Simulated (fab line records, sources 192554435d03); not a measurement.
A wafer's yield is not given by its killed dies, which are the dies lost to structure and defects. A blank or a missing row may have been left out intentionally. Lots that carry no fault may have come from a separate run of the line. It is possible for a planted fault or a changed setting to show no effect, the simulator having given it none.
fab line records    flow n5_finfet    part 2 of 2: steps 27 to 39 of 39
record lots=5  wafers=15  last_day=23
route steps=1938 shown TV_OPEN@1889 PAD_METAL@1893 PASSIVATION@1897
lots untouched by any fault: they come from a run of this same line in which no faults occurred
start_h: the number of hours between the record's first day and the start of the first shown wafer of the lot    wait_h: hours elapsed since this lot's preceding step    " identical to the entry in the row above    L1.1+2: a row that stands for several wafers    - no value, or no start given    * or withheld: withheld    < > ~ a bound
route shown NAME@n: names a module that has steps shown in the file, with the first one's number in the route    usual: the fault-free wafers' mean and standard deviation    same: alike in all rows    chamber/n: place in a boat    sites: readings site by site    _std_site: the values' standard deviation    _edge_site: the outer-site mean with the inner-site mean subtracted    radius_mm: for every site, how far away it sits from the centre of the wafer    mask NAME#n: copy n    behind: the tool/chamber that last shaped the wafer    hold: why the lot was held/for how many hours/how that ended    device: names the non-switching transistor (n, p or np)    end of line: the tests these same wafers got at the end of their route    a step with no rows: only its recipe    killed: dies that structure and defects cost at the first sort, which is not the same as the wafer's yield    map: dies across one wafer; x = killed, . = not, _ = none there
set.NAME: the run value of the setting; set.NAME@STEP: its run value at that earlier step    model.NAME: the simulator's own value behind a step, which no gauge read
lots at some steps of the route; a table a step, a row a wafer
services: from which hour (start_h, from the record's first day; less than 0 if before it) a tool's chamber was out of use, for how many hours, and why
## steps
# step N5_PASSIVATION_PECVD_53
# recipe material=SiO2  target_thk_a=8000  temp_c=400  precursor=TEOS/O2  pressure_torr=6.5  rf_w=withheld  teos_flow_sccm=withheld  gas=O2  flow_sccm=2650  time_s=169.4
# usual chamber_pressure_Torr=6.498/0.016
lot.wafer  tool      chamber  start_h  wait_h  chamber_pressure_Torr
L084.4     pecvd-01  2        470.46   0.1     6.499
L084.5     "         1        "        "       6.504
L084.6     "         0        "        "       6.475
L081.1     pecvd-01  1        502.86   0.0     6.504
L081.4     "         2        "        "       6.494
L081.6     "         1        "        "       6.499
L085.2     pecvd-03  2        509.28   0.0     6.507
L085.3     "         0        "        "       6.485
L085.6     "         2        "        "       6.518
L090.1     pecvd-03  0        520.35   0.0     6.518
L090.3     "         1        "        "       6.507
L090.4     "         0        "        "       6.495
L095.1     pecvd-01  0        546.46   0.0     6.499
L095.2     "         1        "        "       6.525
L095.3     "         2        "        "       6.495
# step N5_PASSIVATION_PECVD_35
# recipe material=SiNx  target_thk_a=7000  temp_c=400  precursor=SiH4/NH3/N2  pressure_torr=4.9  rf_w=1406  time_s=151.3
# usual chamber_pressure_Torr=4.901/0.012  heater_power_w=377/93  showerhead_plenum_p_Torr=8.71/0.052  throttle_valve_pct=28.5/1.3
lot.wafer  tool      chamber  start_h  wait_h  chamber_pressure_Torr  heater_power_w  showerhead_plenum_p_Torr  throttle_valve_pct
L084.4     pecvd-01  2        470.57   0.1     4.879                  275             8.73                      27.6
L084.5     "         1        "        "       4.920                  431             8.83                      26.9
L084.6     "         0        "        "       4.904                  403             8.73                      30.0
L081.1     pecvd-01  1        502.97   0.1     4.913                  489             8.81                      26.9
L081.4     "         2        "        "       4.896                  257             8.74                      27.5
L081.6     "         1        "        "       4.926                  354             8.80                      27.2
L085.2     pecvd-03  2        509.39   0.1     4.889                  405             8.71                      29.6
L085.3     "         0        "        "       4.905                  461             8.64                      30.7
L085.6     "         2        "        "       4.895                  454             8.77                      29.4
L090.1     pecvd-03  0        520.46   0.1     4.893                  471             8.62                      30.6
L090.3     "         1        "        "       4.887                  307             8.74                      29.5
L090.4     "         0        "        "       4.894                  505             8.64                      30.6
L095.1     pecvd-01  0        546.57   0.1     4.888                  401             8.70                      30.0
L095.2     "         1        "        "       4.904                  356             8.80                      27.5
L095.3     "         2        "        "       4.907                  216             8.74                      27.9
# step N5_PASSIVATION_HMDS_37
# recipe time_s=60  temp_c=120
lot.wafer   tool            chamber  start_h  wait_h
L084.4+5+6  litho_track-05  0        470.65   0.0
L081.1+4+6  litho_track-03  0        503.11   0.1
L085.2+3+6  litho_track-03  0        509.52   0.1
L090.1+3+4  litho_track-03  0        520.60   0.1
L095.1+2+3  litho_track-03  0        546.70   0.1
# step N5_PASSIVATION_COAT_38
# recipe spin_rpm=3000  resist_thk_nm=withheld
lot.wafer   tool            chamber  start_h  wait_h
L084.4+5+6  litho_track-05  0        -        -
L081.1+4+6  litho_track-03  0        -        -
L085.2+3+6  litho_track-03  0        -        -
L090.1+3+4  litho_track-03  0        -        -
L095.1+2+3  litho_track-03  0        -        -
# step N5_PASSIVATION_EBR_40
# recipe solvent=PGMEA  ebr_width_mm=1.5
lot.wafer   tool            chamber  start_h  wait_h
L084.4+5+6  litho_track-05  0        -        -
L081.1+4+6  litho_track-03  0        -        -
L085.2+3+6  litho_track-03  0        -        -
L090.1+3+4  litho_track-03  0        -        -
L095.1+2+3  litho_track-03  0        -        -
# step N5_PASSIVATION_SOFTBAKE_39
# recipe temp_c=110  time_s=120
lot.wafer   tool            chamber  start_h  wait_h
L084.4+5+6  litho_track-05  0        -        -
L081.1+4+6  litho_track-03  0        -        -
L085.2+3+6  litho_track-03  0        -        -
L090.1+3+4  litho_track-03  0        -        -
L095.1+2+3  litho_track-03  0        -        -
# step N5_PASSIVATION_EXPOSE_41
# recipe mask_id=PASS_OPEN  na=0.55  defocus_nm=0  source_shape=conventional  sigma_outer=0.8  polarization=unpolarized  target_cd_nm=40000  dose_mj=57.25
# same na=0.55
lot.wafer   tool            chamber  start_h  wait_h  mask
L084.4+5+6  krf_scanner-02  0        470.91   -       PASS_OPEN#0
L081.1+4+6  krf_scanner-02  0        503.23   -       PASS_OPEN#0
L085.2+3+6  krf_scanner-02  0        509.65   -       PASS_OPEN#0
L090.1+3+4  krf_scanner-01  0        520.71   -       PASS_OPEN#0
L095.1+2+3  krf_scanner-02  0        546.94   -       PASS_OPEN#0
# step N5_PASSIVATION_PEB_42
# recipe peb_temp_c=withheld  peb_time_s=*
lot.wafer   tool            chamber  start_h  wait_h
L084.4+5+6  litho_track-01  0        470.95   0.0
L081.1+4+6  litho_track-01  0        503.29   0.1
L085.2+3+6  litho_track-03  0        509.70   0.0
L090.1+3+4  litho_track-05  0        520.77   0.1
L095.1+2+3  litho_track-03  0        547.00   0.1
# step N5_PASSIVATION_DEVELOP_43
# recipe develop_time_s=60  rinse_liquid=diw  dry=air_spin  dev_temp_c=21
lot.wafer   tool            chamber  start_h  wait_h
L084.4+5+6  litho_track-01  0        -        -
L081.1+4+6  litho_track-01  0        -        -
L085.2+3+6  litho_track-03  0        -        -
L090.1+3+4  litho_track-05  0        -        -
L095.1+2+3  litho_track-03  0        -        -
# step N5_PASSIVATION_HARDBAKE_45
# recipe temp_c=130  time_s=120
lot.wafer   tool            chamber  start_h  wait_h
L084.4+5+6  litho_track-01  0        -        -
L081.1+4+6  litho_track-01  0        -        -
L085.2+3+6  litho_track-03  0        -        -
L090.1+3+4  litho_track-05  0        -        -
L095.1+2+3  litho_track-03  0        -        -
# step N5_PASSIVATION_CD_MEAS_44
# recipe target_cd_nm=40000  landing_energy_ev=500  detector=se_inlens
# usual cd_nm=39999/3
lot.wafer  tool       chamber  start_h  wait_h  cd_nm
L084.4     cd_sem-03  0        471.07   -       40001
L084.5     "          0        "        "       40004
L084.6     "          0        "        "       40003
L081.1     cd_sem-01  0        503.41   -       40006
L081.4     "          0        "        "       39999
L081.6     "          0        "        "       40000
L085.2     cd_sem-01  0        509.82   -       39997
L085.3     "          0        "        "       40000
L085.6     "          0        "        "       39994
L090.1     cd_sem-03  0        520.89   -       39993
L090.3     "          0        "        "       39997
L090.4     "          0        "        "       39998
L095.1     cd_sem-01  0        547.12   -       40000
L095.2     "          0        "        "       40001
L095.3     "          0        "        "       39997
# step N5_PASSIVATION_OVL_MEAS_66
# recipe points_per_wafer=44
# usual PASS_OPEN_OVL=-3/5.6
lot.wafer  tool        chamber  start_h  wait_h  PASS_OPEN_OVL[nm]
L084.4     overlay-02  0        471.10   0.0     1
L084.5     "           0        "        "       -7
L084.6     "           0        "        "       -4
L081.1     overlay-02  0        503.44   0.0     -8
L081.4     "           0        "        "       -5
L081.6     "           0        "        "       -11
L085.2     overlay-02  0        509.85   0.0     3
L085.3     "           0        "        "       -3
L085.6     "           0        "        "       1
L090.1     overlay-01  0        520.92   0.0     1
L090.3     "           0        "        "       -5
L090.4     "           0        "        "       -4
L095.1     overlay-02  0        547.15   0.0     -2
L095.2     "           0        "        "       5
L095.3     "           0        "        "       1
# step N5_PASSIVATION_INSPECT_67
# recipe mode=adi  inspect_instrument=macro
# usual raw_defect_count=2.0/1.4
lot.wafer  tool               chamber  start_h  wait_h  raw_defect_count
L084.4     defect_inspect-02  -        471.13   0.0     0
L084.5     "                  -        "        "       7
L084.6     "                  -        "        "       1
L081.1     defect_inspect-02  -        503.46   0.0     3
L081.4     "                  -        "        "       2
L081.6     "                  -        "        "       3
L085.2     defect_inspect-01  -        509.87   0.0     2
L085.3     "                  -        "        "       1
L085.6     "                  -        "        "       1
L090.1     defect_inspect-01  -        520.94   0.0     3
L090.3     "                  -        "        "       2
L090.4     "                  -        "        "       3
L095.1     defect_inspect-01  -        547.18   0.0     1
L095.2     "                  -        "        "       2
L095.3     "                  -        "        "       0
## services
tool            chamber  start_h  hours  kind
pecvd-03        -        445.76   6.0    pm
krf_scanner-02  -        448.21   0.8    pm
rie_diel-01     -        452.31   14.6   pm
krf_scanner-01  -        456.18   0.6    repair
pvd_sputter-01  -        460.30   2.2    repair
krf_scanner-01  -        466.17   0.8    pm
pvd_sputter-01  -        466.61   5.2    repair
rie_diel-01     -        467.94   2.8    pm
rie_diel-03     3        468.17   1.3    repair
rie_diel-01     1        471.75   9.3    repair
rie_diel-02     1        474.38   3.1    repair
rie_diel-01     3        475.74   4.3    repair
krf_scanner-02  -        484.55   1.3    pm
pecvd-03        -        500.12   2.8    pm
krf_scanner-02  -        501.06   0.5    repair
rie_metal-02    -        504.66   0.2    repair
krf_scanner-02  -        520.16   0.8    pm
pvd_sputter-02  -        521.97   3.5    repair
rie_diel-03     0        522.15   5.8    repair
rie_metal-03    -        529.97   14.6   pm
rie_diel-03     1        533.21   6.1    repair
rie_diel-04     1        534.87   3.4    repair
wet_bench-06    -        538.04   1.1    repair
pvd_sputter-01  -        545.81   1.4    repair
